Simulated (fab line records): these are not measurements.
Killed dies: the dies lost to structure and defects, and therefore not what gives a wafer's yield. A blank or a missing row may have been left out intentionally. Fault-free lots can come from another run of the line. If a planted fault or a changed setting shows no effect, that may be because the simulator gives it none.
A struck lot beside a sound one	flow n5Finfet	15 out of 1938 route steps
Sound: the wafers L806.1, L806.4, L806.6. Struck: wafer L821.6 (left out: L821.1, L821.3 of the same lot, which were not struck); the cause appears at the end.
At each step with rows: each side's tool, then ch and its chambers, then its first start. Under that, the readings that differ: sound wafers	struck wafers	difference of the means	sigmas: that difference in standard deviations of wafers without a fault.
alike: readings whose means differ by less than 2 such deviations, and words and numbers that are the same on both sides. not compared: withheld readings, readings that some wafer has no value for, bounds like >300 that may hide the same value, and numbers for which the record gives no deviation and whose values overlap.
Wherever a step has rows on one side only, a row that says differs or no value, or a row with sigmas, the two part there. When numbers do not overlap yet have no deviation, they are printed without sigmas and do not part them. A reading that every wafer of one side lacks parts them only if that side has two wafers or more.

first, 1 step without rows for these wafers: N5_FIN_CUT_STRIP_31 (strips in N2/H2).
N5_FIN_CUT_STRIP_24: strips in CF4.
  sound on rieDiel-01 ch 0,2,3, day 2 16:17; struck on rieDiel-04 ch 1, day 6 12:03
  alike: drypumpMotorCurrentA, oesProductAu, rfVppV, showerheadPlenumPTorr, throttleValvePct
  not compared: rfHoursCounterH
N5_FIN_CUT_CUT_ETCH_26: etches SiNx in CH3F/O2, target depth 39 nm, time 55.7 s.
  sound on rieDiel-01 ch 0,2,3, day 2 16:19; struck on rieDiel-04 ch 1, day 6 12:04
  alike: O2_flow_sccm, biasW, drypumpMotorCurrentA, oesProductAu, rfVppV, showerheadPlenumPTorr, throttleValvePct
  not compared: rfHoursCounterH
N5_FIN_CUT_CUT_ETCH_27: etches SiO2 in CHF3/O2, target depth 4 nm, overetch 2 nm, time 4.9 s.
  sound on rieDiel-01 ch 0,2,3, day 2 16:21; struck on rieDiel-04 ch 1, day 6 12:07
  alike: O2_flow_sccm, biasW, drypumpMotorCurrentA, oesProductAu, rfVppV, showerheadPlenumPTorr, throttleValvePct
  not compared: rfHoursCounterH
then, 3 steps without rows for these wafers: N5_FIN_CUT_PRECLEAN_35 (cleans in vHF, time 13.3 s); N5_FIN_CUT_CUT_ETCH_15 (etches Si in HBr/Cl2/O2, target depth 100 nm, bt time 10 s, time 42.4 s); N5_FIN_CUT_CUT_ETCH_28 (etches Si in HBr/Cl2/O2, target depth 6 nm, time 2.4 s).
N5_FIN_CUT_STRIP_22: strips in N2/H2.
  sound on rieDiel-01 ch 0,2, day 2 16:37; struck on rieDiel-03 ch 1, day 6 12:23
  alike: drypumpMotorCurrentA, oesProductAu, rfVppV, showerheadPlenumPTorr, throttleValvePct
  not compared: rfHoursCounterH
then, 3 steps without rows for these wafers: N5_FIN_CUT_PRECLEAN_36 (cleans in O3/DIW, time 60 s); N5_FIN_CUT_SRD_32 (time 30 s); N5_FIN_CUT_UV_OZONE_34 (time 120 s).
N5_FIN_CUT_INSPECT_17: inspects for defects (brightfield).
  sound: defectInspect-02 at day 2 16:47; struck: defectInspect-01 at day 6 12:32
  alike: rawDefectCount
N5_STI_FIN_REVEAL_ALD_00: deposits SiO2, target thk 1 nm, pulse time 1 s.
  sound on aldSin-04 ch 0,1, day 2 18:20; struck on aldSin-04 ch 0, day 6 12:35
reading	sound	struck	difference	sigmas
model.SiO2_of_STI_FIN_REVEAL_ALD_00.thkNm (nm)	1 1 1	0.6	-0.4	
  alike: heaterPowerW, precursorPulseHeightRel
N5_STI_FIN_REVEAL_ALD_14: deposits Si3N4, target thk 3 nm.
  sound on aldSin-04 ch 0,1, day 2 18:23; struck on aldSin-04 ch 0, day 6 12:38
  alike: heaterPowerW
-- a jump in the record: the struck wafers' starts before and after are 6 days apart (it breaks off in module STI_FIN_REVEAL and resumes in module BEOL_M4, where the first step shown is number 1111 of the route) --
N5_BEOL_M4_RC_MEAS_101:
  sound on prober-02 ch 0, day 9 08:13; struck on prober-02 ch 0, day 12 18:27
  alike: DIBL_N, DIBL_P, IOFF_N, IOFF_P, ION_N, ION_P, SS_N, SS_P, VT_N, VT_P

## WHERE THEY PART
Nowhere in this record.

WHY: whatever the simulator had introduced
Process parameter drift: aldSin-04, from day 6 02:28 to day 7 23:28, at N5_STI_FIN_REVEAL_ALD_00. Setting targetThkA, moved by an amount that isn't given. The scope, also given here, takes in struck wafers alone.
